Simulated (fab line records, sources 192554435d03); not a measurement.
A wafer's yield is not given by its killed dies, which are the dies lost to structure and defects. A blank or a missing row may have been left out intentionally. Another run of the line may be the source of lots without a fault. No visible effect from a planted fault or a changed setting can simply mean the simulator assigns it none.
Matching of chambers | flow n5Finfet | 4 sister chambers for N5_BEOL_M5_ETCH_67 on rieDiel-03
The step etches SiARC in CF4, target depth 15.6 nm, time 26 s. 4 wafers are shown with their chamber, then 9 later ones without.

== WAFERS, EACH WITH ITS CHAMBER ==
wafer  | chamber | showerheadPlenumPTorr (Torr)
L084.2 | 2       | 2.23
L089.3 | 1       | 2.15
L089.4 | 0       | 2.25
L089.5 | 3       | 2.13

== WAFERS WITH NO CHAMBER GIVEN ==
wafer  | showerheadPlenumPTorr (Torr)
L092.1 | 2.15
L092.4 | 2.22
L092.6 | 2.25
L093.1 | 2.13
L093.2 | 2.15
L093.6 | 2.15
L096.1 | 2.22
L096.2 | 2.15
L096.5 | 2.22

== WHICH CHAMBER EACH WENT THROUGH ==
wafer  | from the rows above | in truth
L092.1 | 1                   | 1
L092.4 | 2                   | 2
L092.6 | 0                   | 0
L093.1 | 3                   | 3
L093.2 | 1                   | 1
L093.6 | 1                   | 1
L096.1 | 2                   | 2
L096.2 | 1                   | 1
L096.5 | 2                   | 2
9 of 9 placed correctly. Can't be placed from these rows: 0. Wrongly placed: 0.
How it was worked out, from the rows above alone: a wafer's distance from a chamber is the root of the sum, over the readings, of the square of ((its reading less the chamber's mean) divided by the reading's scatter). The wafer belongs to the nearest chamber; if the next one is less than 2 further off, it can't be placed. The mean given for a chamber averages the wafers shown for that chamber. The scatter: with one shown wafer a chamber, the root of the mean of the squares of how far each hidden wafer lies from its nearest shown one.
